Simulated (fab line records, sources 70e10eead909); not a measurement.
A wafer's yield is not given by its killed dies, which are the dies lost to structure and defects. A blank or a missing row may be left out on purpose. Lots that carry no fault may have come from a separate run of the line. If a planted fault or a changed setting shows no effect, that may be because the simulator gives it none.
Matching of chambers || flow nand-harc || NHARC_A_STAIRCASE_TRIM_20 on rie-diel-04 has 4 sister chambers
The step chemistry O2, time 211.2 s. 8 wafers are shown with their chamber, then 7 later ones without.

EACH WAFER AND ITS CHAMBER
{"wafer": "L076.2", "chamber": 1, "showerhead-plenum-p-Torr (Torr)": 3.71, "rf-vpp-V (V)": 58.6}
{"wafer": "L081.3", "chamber": 2, "showerhead-plenum-p-Torr (Torr)": 3.37, "rf-vpp-V (V)": 57.4}
{"wafer": "L081.5", "chamber": 3, "showerhead-plenum-p-Torr (Torr)": 3.66, "rf-vpp-V (V)": 57.8}
{"wafer": "L091.1", "chamber": 2, "showerhead-plenum-p-Torr (Torr)": 3.36, "rf-vpp-V (V)": 56.9}
{"wafer": "L091.4", "chamber": 0, "showerhead-plenum-p-Torr (Torr)": 3.55, "rf-vpp-V (V)": 57.8}
{"wafer": "L091.5", "chamber": 1, "showerhead-plenum-p-Torr (Torr)": 3.70, "rf-vpp-V (V)": 58.8}
{"wafer": "L092.1", "chamber": 3, "showerhead-plenum-p-Torr (Torr)": 3.65, "rf-vpp-V (V)": 57.9}
{"wafer": "L092.3", "chamber": 0, "showerhead-plenum-p-Torr (Torr)": 3.55, "rf-vpp-V (V)": 58.8}

WAFERS WITHOUT THEIR CHAMBER
{"wafer": "L092.5", "showerhead-plenum-p-Torr (Torr)": 3.36, "rf-vpp-V (V)": 56.8}
{"wafer": "L094.1", "showerhead-plenum-p-Torr (Torr)": 3.55, "rf-vpp-V (V)": 58.3}
{"wafer": "L094.2", "showerhead-plenum-p-Torr (Torr)": 3.35, "rf-vpp-V (V)": 57.1}
{"wafer": "L094.5", "showerhead-plenum-p-Torr (Torr)": 3.35, "rf-vpp-V (V)": 57.7}
{"wafer": "L097.2", "showerhead-plenum-p-Torr (Torr)": 3.64, "rf-vpp-V (V)": 57.1}
{"wafer": "L097.4", "showerhead-plenum-p-Torr (Torr)": 3.35, "rf-vpp-V (V)": 59.2}
{"wafer": "L097.6", "showerhead-plenum-p-Torr (Torr)": 3.35, "rf-vpp-V (V)": 56.7}

CHAMBER TAKEN BY EACH
{"wafer": "L092.5", "from the rows above": 2, "in truth": 2}
{"wafer": "L094.1", "from the rows above": 0, "in truth": 0}
{"wafer": "L094.2", "from the rows above": 2, "in truth": 2}
{"wafer": "L094.5", "from the rows above": 2, "in truth": 2}
{"wafer": "L097.2", "from the rows above": 3, "in truth": 3}
{"wafer": "L097.4", "from the rows above": 2, "in truth": 2}
{"wafer": "L097.6", "from the rows above": 2, "in truth": 2}
Correctly placed: 7 of 7. From these rows, 0 cannot be placed. Placed wrongly: 0.
How it was worked out, from the rows above alone: a wafer's distance from a chamber is the root of the sum, over the readings, of the square of ((its reading less the chamber's mean) divided by the reading's scatter). The wafer belongs to the nearest chamber; if the next one is less than 2 further off, it can't be placed. For every chamber, the mean is computed from those of its wafers that are shown. How the scatter is found: for the shown wafers, subtract from each reading the mean of its chamber, square and add these, divide the total by (wafers less chambers), then take the root.
